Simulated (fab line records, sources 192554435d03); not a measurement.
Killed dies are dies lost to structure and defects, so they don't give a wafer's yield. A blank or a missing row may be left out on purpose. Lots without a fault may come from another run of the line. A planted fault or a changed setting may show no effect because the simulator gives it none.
Chamber matching | flow n5_finfet | N5_BEOL_M8_STRIP_36 on rie_diel-05: 4 sister chambers
The step strips in N2/H2. 8 wafers are shown with their chamber, then 10 later ones without.

WAFERS WITH THEIR CHAMBER
wafer  | chamber | throttle_valve_pct (%) | drypump_motor_current_A (A)
L077.1 | 1       | 23.0                   | 5.83
L078.1 | 0       | 23.5                   | 5.83
L078.2 | 1       | 23.0                   | 5.87
L086.1 | 0       | 23.5                   | 5.82
L086.2 | 2       | 24.5                   | 5.85
L086.3 | 3       | 23.9                   | 5.30
L086.4 | 2       | 24.4                   | 5.86
L086.5 | 3       | 23.9                   | 5.29

WAFERS WITHOUT THEIR CHAMBER
wafer  | throttle_valve_pct (%) | drypump_motor_current_A (A)
L086.6 | 23.5                   | 5.81
L089.1 | 23.5                   | 5.78
L089.2 | 24.5                   | 5.86
L089.3 | 23.0                   | 5.86
L089.4 | 23.9                   | 5.28
L089.5 | 24.5                   | 5.85
L089.6 | 23.1                   | 5.85
L093.3 | 23.9                   | 5.29
L093.4 | 24.5                   | 5.86
L093.5 | 23.9                   | 5.29

WHICH CHAMBER EACH WENT THROUGH
wafer  | from the rows above | in truth
L086.6 | 0                   | 0
L089.1 | 0                   | 0
L089.2 | 2                   | 2
L089.3 | 1                   | 1
L089.4 | 3                   | 3
L089.5 | 2                   | 2
L089.6 | 1                   | 1
L093.3 | 3                   | 3
L093.4 | 2                   | 2
L093.5 | 3                   | 3
Placed correctly: 10 of 10. Can't be placed from these rows: 0. Placed wrongly: 0.
How it was worked out, from the rows above alone: a wafer's distance from a chamber is the root of the sum, over the readings, of the square of ((its reading less the chamber's mean) divided by the reading's scatter). The wafer belongs to the nearest chamber; if the next one is less than 2 further off, it can't be placed. A chamber's mean is the mean of its shown wafers. The scatter: the root of (the sum of the squares of (reading less its chamber's mean) over the shown wafers, divided by (wafers less chambers)).
